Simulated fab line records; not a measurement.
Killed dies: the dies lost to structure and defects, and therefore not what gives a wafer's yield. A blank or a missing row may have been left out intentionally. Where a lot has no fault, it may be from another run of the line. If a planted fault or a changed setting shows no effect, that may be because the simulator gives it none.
Matching of chambers :: flow n5 finfet :: N5_BEOL_M6_DEP_56 on pecvd-03: 3 sister chambers
The step deposits SiCN from 3MS/NH3, target thk 10 nm, time 17.5 s. 6 wafers are shown with their chamber, then 11 later ones without.

WAFERS WITH THEIR CHAMBER
wafer: L078.5
chamber: 0
throttle valve pct (%): 9.4
showerhead plenum p Torr (Torr): 3.654

wafer: L080.6
chamber: 2
throttle valve pct (%): 8.5
showerhead plenum p Torr (Torr): 3.667

wafer: L086.1
chamber: 2
throttle valve pct (%): 8.6
showerhead plenum p Torr (Torr): 3.661

wafer: L086.2
chamber: 0
throttle valve pct (%): 9.4
showerhead plenum p Torr (Torr): 3.649

wafer: L086.3
chamber: 1
throttle valve pct (%): 8.9
showerhead plenum p Torr (Torr): 3.660

wafer: L086.4
chamber: 1
throttle valve pct (%): 8.8
showerhead plenum p Torr (Torr): 3.657

WAFERS MISSING THEIR CHAMBER
wafer: L086.5
throttle valve pct (%): 9.5
showerhead plenum p Torr (Torr): 3.643

wafer: L086.6
throttle valve pct (%): 8.7
showerhead plenum p Torr (Torr): 3.666

wafer: L087.1
throttle valve pct (%): 9.2
showerhead plenum p Torr (Torr): 3.656

wafer: L087.2
throttle valve pct (%): 8.2
showerhead plenum p Torr (Torr): 3.661

wafer: L087.5
throttle valve pct (%): 8.3
showerhead plenum p Torr (Torr): 3.668

wafer: L091.1
throttle valve pct (%): 9.6
showerhead plenum p Torr (Torr): 3.662

wafer: L091.4
throttle valve pct (%): 9.6
showerhead plenum p Torr (Torr): 3.651

wafer: L091.5
throttle valve pct (%): 8.6
showerhead plenum p Torr (Torr): 3.658

wafer: L097.2
throttle valve pct (%): 9.7
showerhead plenum p Torr (Torr): 3.645

wafer: L097.4
throttle valve pct (%): 8.9
showerhead plenum p Torr (Torr): 3.660

wafer: L097.5
throttle valve pct (%): 8.5
showerhead plenum p Torr (Torr): 3.671

EACH ONE'S CHAMBER
wafer: L086.5
from the rows above: 0
in truth: 0

wafer: L086.6
from the rows above: can't be placed: 2 or 1
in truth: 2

wafer: L087.1
from the rows above: 0
in truth: 0

wafer: L087.2
from the rows above: 2
in truth: 2

wafer: L087.5
from the rows above: 2
in truth: 2

wafer: L091.1
from the rows above: 0
in truth: 0

wafer: L091.4
from the rows above: 0
in truth: 0

wafer: L091.5
from the rows above: 2
in truth: 2

wafer: L097.2
from the rows above: 0
in truth: 0

wafer: L097.4
from the rows above: 1
in truth: 1

wafer: L097.5
from the rows above: 2
in truth: 2
Correct placement for 10 of the 11. Unplaceable from these rows: 1, with the true chamber sitting among the candidates in 1. Wrongly placed: 0.
How it was worked out, from the rows above alone: a wafer's distance from a chamber is the root of the sum, over the readings, of the square of ((its reading less the chamber's mean) divided by the reading's scatter). The wafer belongs to the nearest chamber; if the next one is less than 2 further off, it can't be placed. A chamber's mean is the mean of its shown wafers. How the scatter is found: for the shown wafers, subtract from each reading the mean of its chamber, square and add these, divide the total by (wafers less chambers), then take the root.
